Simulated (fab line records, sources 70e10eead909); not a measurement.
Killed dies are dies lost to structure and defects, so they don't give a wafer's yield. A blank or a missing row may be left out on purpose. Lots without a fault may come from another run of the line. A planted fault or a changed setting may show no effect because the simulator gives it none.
Which tool did it? | flow nand_harc | 12 lots, 36 wafers sampled, at 6 steps of a route of 1302

WHAT THE GAUGES READ, wafer by wafer
NHARC_A_SLIT_CD_MEAS_21.
lot  | measured     | on        | cd_nm (nm)
L075 | day 20 13:26 | cd_sem-01 | 289.7 289.8 289.1
L077 | day 21 00:20 | cd_sem-03 | 290.1 288.6 289.5
L079 | day 21 16:29 | cd_sem-03 | 290.3 289.7 290.3
L081 | day 23 03:10 | cd_sem-01 | 290.5 290.8 290.9
L083 | day 23 07:30 | cd_sem-02 | 289.8 289.0 289.4
L086 | day 23 23:32 | cd_sem-02 | 288.3 288.6 289.5
L087 | day 26 01:55 | cd_sem-03 | 289.9 290.1 289.8
L088 | day 26 14:33 | cd_sem-01 | 289.2 288.9 289.6
L091 | day 27 03:40 | cd_sem-02 | 289.0 288.6 288.2
L092 | day 27 21:08 | cd_sem-03 | 289.1 289.5 289.8
L095 | day 28 12:12 | cd_sem-02 | 290.0 290.7 290.6
L096 | day 30 21:01 | cd_sem-01 | 288.8 289.2 288.6

WHICH TOOL RAN EACH LOT (tool, then ch and the chambers of the sampled wafers, then the start)
lot  | NHARC_A_STAIRCASE_ETCH_453                    | NHARC_A_STAIRCASE_DEP_417       | NHARC_A_STAIRCASE_ETCH_444         | NHARC_A_STAIRCASE_CMP_152     | NHARC_A_SLIT_ETCH_29
L075 | rie_diel-11 ch 0,1,2, day 17 14:14 or earlier | pecvd-03 ch 1,2, day 17 14:14   | rie_diel-12 ch 0,2,3, day 19 09:17 | cmp-01 ch 0,2,3, day 19 13:12 | rie_diel-08 ch 0,2, day 20 12:51
L077 | rie_diel-12 ch 0,3, day 18 04:36 or earlier   | pecvd-03 ch 0,2, day 18 04:36   | rie_diel-11 ch 0,2,3, day 19 20:03 | cmp-01 ch 2,3, day 20 00:21   | rie_diel-13 ch 2,3, day 20 23:49
L079 | rie_diel-04 ch 1,2,3, day 18 21:21 or earlier | pecvd-04 ch 1,2, day 18 21:21   | rie_diel-12 ch 0,1,2, day 20 11:59 | cmp-02 ch 0,2,3, day 20 16:17 | rie_diel-08 ch 0,2,3, day 21 15:58
L081 | rie_diel-12 ch 0,2,3, day 20 05:50 or earlier | pecvd-02 ch 0,1,2, day 20 05:50 | rie_diel-11 ch 0,1,2, day 21 23:07 | cmp-01 ch 1,2,3, day 22 04:22 | rie_diel-13 ch 0,1,2, day 23 02:38
L083 | rie_diel-04 ch 0,2, day 20 16:21 or earlier   | pecvd-04 ch 0,2, day 20 16:21   | rie_diel-11 ch 0,1,3, day 22 05:40 | cmp-02 ch 1,2, day 22 10:56   | rie_diel-06 ch 0,2,3, day 23 06:57
L086 | rie_diel-04 ch 0,2,3, day 21 09:58 or earlier | pecvd-03 ch 0,1,2, day 21 09:58 | rie_diel-12 ch 0,3, day 22 17:58   | cmp-01 ch 0,2,3, day 22 23:29 | rie_diel-06 ch 1,3, day 23 23:00
L087 | rie_diel-12 ch 1,2,3, day 22 21:02 or earlier | pecvd-02 ch 0,1,2, day 22 21:02 | rie_diel-04 ch 0,1,3, day 24 17:28 | cmp-02 ch 0,1,3, day 24 22:14 | rie_diel-08 ch 0,2,3, day 26 01:23
L088 | rie_diel-04 ch 1,2,3, day 23 20:26 or earlier | pecvd-02 ch 0,1,2, day 23 20:26 | rie_diel-11 ch 0,1,3, day 25 11:46 | cmp-01 ch 0,2,3, day 25 16:58 | rie_diel-06 ch 0,1,2, day 26 14:01
L091 | rie_diel-12 ch 2,3, day 24 10:10 or earlier   | pecvd-03 ch 1,2, day 24 10:10   | rie_diel-11 ch 1,2, day 26 00:39   | cmp-01 ch 0,3, day 26 05:55   | rie_diel-06 ch 0,2, day 27 03:08
L092 | rie_diel-12 ch 1,2, day 25 00:01 or earlier   | pecvd-04 ch 0,1, day 25 00:01   | rie_diel-12 ch 1,3, day 26 17:25   | cmp-01 ch 1,2, day 26 22:22   | rie_diel-06 ch 0,1, day 27 20:36
L095 | rie_diel-04 ch 0,1,2, day 25 16:19 or earlier | pecvd-04 ch 0,1,2, day 25 16:19 | rie_diel-04 ch 1,2,3, day 27 06:49 | cmp-01 ch 0,1,2, day 27 12:26 | rie_diel-06 ch 0,1,3, day 28 11:40
L096 | rie_diel-04 ch 0,1,2, day 28 00:10 or earlier | pecvd-03 ch 0,1,2, day 28 00:10 | rie_diel-11 ch 0,1, day 29 14:30   | cmp-03 ch 1,3, day 29 19:46   | rie_diel-08 ch 0,1, day 30 20:29
- NHARC_A_STAIRCASE_ETCH_453: etches the open film in CF4/O2, target depth 30 nm, overetch 3 nm, time 16.5 s.
- NHARC_A_STAIRCASE_DEP_417: deposits Si3N4, target thk 60 nm.
- NHARC_A_STAIRCASE_ETCH_444: etches the open film in C4F8/O2, target depth 20400 nm, time 6800 s.
- NHARC_A_STAIRCASE_CMP_152: polishes.
- NHARC_A_SLIT_ETCH_29: etches the open film in CF4/O2, target depth 100 nm, overetch 10 nm, time 55 s.

THE ANSWER, worked out from the rows above alone
Rule: what is usual is taken from the lots themselves. Put in order of their means at a reading, lots are off if they are a third of the lots or fewer, leave a main group of 4 or more, and stand apart from it by a gap of 3 or more times the standard deviation of the main group's means; of several such gaps the widest counts. A main group whose means are all the same, to the digits that the tables above print for the reading, isn't used. A lot without any number at a reading at which 4 lots or more have one is off too. The other lots that the step has rows for count as sound.
No lot is off at any reading shown: from this, nothing can be told.

WHAT THE SIMULATOR HAD PUT IN
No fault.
